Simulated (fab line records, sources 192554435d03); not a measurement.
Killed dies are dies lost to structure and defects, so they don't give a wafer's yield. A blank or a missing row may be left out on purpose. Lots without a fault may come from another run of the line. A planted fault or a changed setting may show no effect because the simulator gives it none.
One fault seen from 3 desks | flow n5_finfet | each desk has only its own numbers; what lay behind them comes last

THE METROLOGY DESK
What the gauges read, lot by lot, whatever tool the lot ran on: means of the sampled wafers that have a number. A lot is out of limits, marked OUT, if its mean lies more than 4 standard deviations from the usual mean; the brackets give that distance. Of its 12 readings 7 are shown: those that lie furthest out on some lot.
Columns: A = PMOS_HMC_BLK_OVL at N5_PMOS_HMC_CHANNEL_EPI_OVL_MEAS_10, usual -0.3 nm; B = DIBL_N at N5_BEOL_M4_RC_MEAS_101, usual 35.4 mV/V; C = DIBL_P at N5_BEOL_M4_RC_MEAS_101, usual 34.8 mV/V; D = ION_N at N5_BEOL_M4_RC_MEAS_101, usual 677 uA/um; E = ION_P at N5_BEOL_M4_RC_MEAS_101, usual 462 uA/um; F = SS_N at N5_BEOL_M4_RC_MEAS_101, usual 71.4 mV/dec; G = VT_P at N5_BEOL_M4_RC_MEAS_101, usual -251 mV
lot  | first seen here | A    | B    | C    | D   | E   | F    | G
L839 | day 1 17:43     | -0.8 | 36.2 | 36.0 | 676 | 452 | 71.1 | -255
L840 | day 1 23:04     | -0.4 | 33.8 | 31.0 | 675 | 469 | 70.7 | -250
L848 | day 3 23:20     | -0.6 | 33.3 | 33.9 | 663 | 454 | 70.9 | -255
L850 | day 4 11:34     | 0.6  | 36.6 | 35.7 | 681 | 465 | 71.8 | -249
L852 | day 4 23:26     | 0.7  | 35.4 | 34.5 | 670 | 460 | 71.3 | -248
L862 | day 7 13:41     | -0.9 | 35.0 | 35.4 | 691 | 464 | 71.7 | -253
This desk's finding: nothing out of limits on any of the 6 lots.

THE TOOL OWNER'S DESK: litho_track-01
The tool's own readings at N5_PMOS_HMC_CHANNEL_EPI_COAT_03 (resist thk 205 nm): means of the sampled wafers that have a number, for each lot that ran on this tool. A lot is out of limits, marked OUT, if its mean lies more than 4 standard deviations from the usual mean; the brackets give that distance.
Columns: A = spin_speed_rpm at N5_PMOS_HMC_CHANNEL_EPI_COAT_03, usual 1499.9 rpm
lot  | first seen here | A
L839 | day 1 17:22     | 1499.9
L848 | day 3 23:07     | 1459.0 (-48) OUT
L850 | day 4 11:20     | 1459.5 (-47) OUT
This desk's finding: out of limits on L848, L850; first on L848, day 3 23:07 (spin_speed_rpm at N5_PMOS_HMC_CHANNEL_EPI_COAT_03). In limits: L839.

THE DEFECT DESK
What the inspections along the route counted, lot by lot: means of the sampled wafers that have a number. A lot is out of limits, marked OUT, if its mean lies more than 4 standard deviations from the usual mean; the brackets give that distance.
Columns: A = raw_defect_count at N5_WELL_APT_INSPECT_38, usual 13; B = raw_defect_count at N5_PMOS_HMC_CHANNEL_EPI_INSPECT_11, usual 2.1
lot  | first seen here | A  | B
L839 | day 1 17:16     | 16 | 1.3
L840 | day 1 22:37     | 13 | 0.3
L848 | day 3 23:01     | 10 | 3.3
L850 | day 4 11:15     | 16 | 2.7
L852 | day 4 22:59     | 12 | 2.7
L862 | day 7 13:22     | 16 | 1.7
This desk's finding: nothing out of limits on any of the 6 lots.

PUT TOGETHER
The tool owner's desk could have raised an alarm at day 3 23:07, on L848, L850.
The metrology desk saw nothing out of limits.
The defect desk saw nothing out of limits.
The metrology desk has L848, L850 on record, within its limits.
The defect desk has L848, L850 on record, within its limits.
Of the lots named, all ran N5_PMOS_HMC_CHANNEL_EPI_COAT_03 on litho_track-01.

WHAT THE SIMULATOR HAD PUT IN
Process parameter drift: litho_track-01, from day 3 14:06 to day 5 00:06, at N5_PMOS_HMC_CHANNEL_EPI_COAT_03. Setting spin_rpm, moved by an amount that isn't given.
Lots struck among those shown: L848, L850.
Hours from the fault's start to each desk's first reading out of limits: the tool owner's desk, 9.
